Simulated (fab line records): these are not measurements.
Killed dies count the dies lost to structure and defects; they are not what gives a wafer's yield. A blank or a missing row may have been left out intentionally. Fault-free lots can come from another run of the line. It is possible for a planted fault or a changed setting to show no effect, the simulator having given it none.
Chamber matching -- flow n5 finfet -- 4 sister chambers for N5_BEOL_M11_ETCH_65 on rie diel-04
The step etches SiARC in CF4, target depth 39 nm, time 65 s. 45 wafers are shown with their chamber, then 12 later ones without.

== WAFERS, EACH WITH ITS CHAMBER ==
wafer,chamber,showerhead plenum p Torr (Torr),drypump motor current A (A),throttle valve pct (%)
L075.1,3,2.21,5.4,15.63
L075.2,0,2.12,5.9,15.62
L075.3,2,2.22,6.1,15.49
L075.4,1,2.07,5.8,15.39
L075.5,3,2.21,5.4,15.64
L075.6,2,2.22,6.0,15.49
L078.3,3,2.21,5.4,15.64
L078.4,2,2.22,6.1,15.51
L078.5,0,2.12,5.9,15.62
L077.1,1,2.07,5.8,15.40
L077.2,3,2.21,5.4,15.63
L077.6,2,2.22,6.1,15.51
L080.2,0,2.12,5.9,15.62
L080.3,2,2.22,6.1,15.51
L080.5,2,2.22,6.1,15.51
L081.2,3,2.21,5.4,15.66
L081.3,1,2.07,5.8,15.43
L081.6,2,2.22,6.1,15.51
L084.1,0,2.11,5.9,15.63
L084.3,2,2.21,6.1,15.53
L084.6,2,2.21,6.1,15.54
L085.1,1,2.06,5.8,15.43
L085.2,0,2.11,5.9,15.65
L085.3,3,2.20,5.4,15.67
L085.4,0,2.11,5.9,15.65
L085.5,1,2.06,5.8,15.42
L085.6,3,2.20,5.4,15.66
L086.3,3,2.20,5.3,15.66
L086.5,1,2.06,5.8,15.43
L086.6,0,2.11,5.9,15.64
L089.2,1,2.06,5.8,15.44
L089.3,2,2.21,6.1,15.52
L089.4,3,2.20,5.4,15.67
L090.1,3,2.20,5.4,15.69
L090.2,2,2.21,6.1,15.53
L090.3,1,2.06,5.8,15.44
L090.4,1,2.06,5.8,15.44
L090.5,3,2.20,5.4,15.68
L090.6,2,2.21,6.1,15.54
L091.3,2,2.21,6.1,15.54
L091.4,1,2.06,5.9,15.45
L091.5,2,2.21,6.1,15.53
L092.4,0,2.11,5.9,15.20
L092.5,1,2.06,5.8,15.47
L092.6,2,2.21,6.1,15.56

SIGNATURES (means of the wafers above)
reading,chamber 0,chamber 1,chamber 2,chamber 3,scatter within a chamber
showerhead plenum p Torr,2.1138,2.0627,2.2147,2.2045,0.00506
drypump motor current A,5.900,5.809,6.093,5.391,0.0259
throttle valve pct,15.5787,15.4309,15.5213,15.6573,0.0661
Rule: a wafer lies at a distance from a chamber equal to the root of the sum of squares, over the readings, of (its reading less the chamber's mean, divided by the reading's scatter). The wafer belongs to the nearest chamber; if the next one is less than 2 further off, it can't be placed. The scatter is the square root of a quotient: the sum, over the shown wafers, of each reading's squared deviation from its chamber's mean, divided by wafers minus chambers.

== WAFERS MISSING THEIR CHAMBER ==
wafer,showerhead plenum p Torr (Torr),drypump motor current A (A),throttle valve pct (%)
L097.1,2.11,5.9,15.19
L097.2,2.21,6.1,15.56
L097.3,2.06,5.8,15.47
L097.4,2.20,5.4,15.72
L097.5,2.11,5.9,15.20
L097.6,2.20,5.4,15.71
L094.1,2.05,5.8,15.48
L094.2,2.11,6.0,15.20
L094.4,2.21,6.0,15.58
L096.3,2.19,5.4,15.71
L096.4,2.20,6.1,15.59
L096.5,2.20,6.1,15.59

== WHICH CHAMBER EACH WENT THROUGH ==
wafer,from the rows above,in truth
L097.1,0,0
L097.2,2,2
L097.3,1,1
L097.4,3,3
L097.5,0,0
L097.6,3,3
L094.1,1,1
L094.2,0,0
L094.4,2,2
L096.3,3,3
L096.4,2,2
L096.5,2,2
Correctly placed: 12 of 12. Number that these rows cannot place: 0. Placed wrongly: 0.
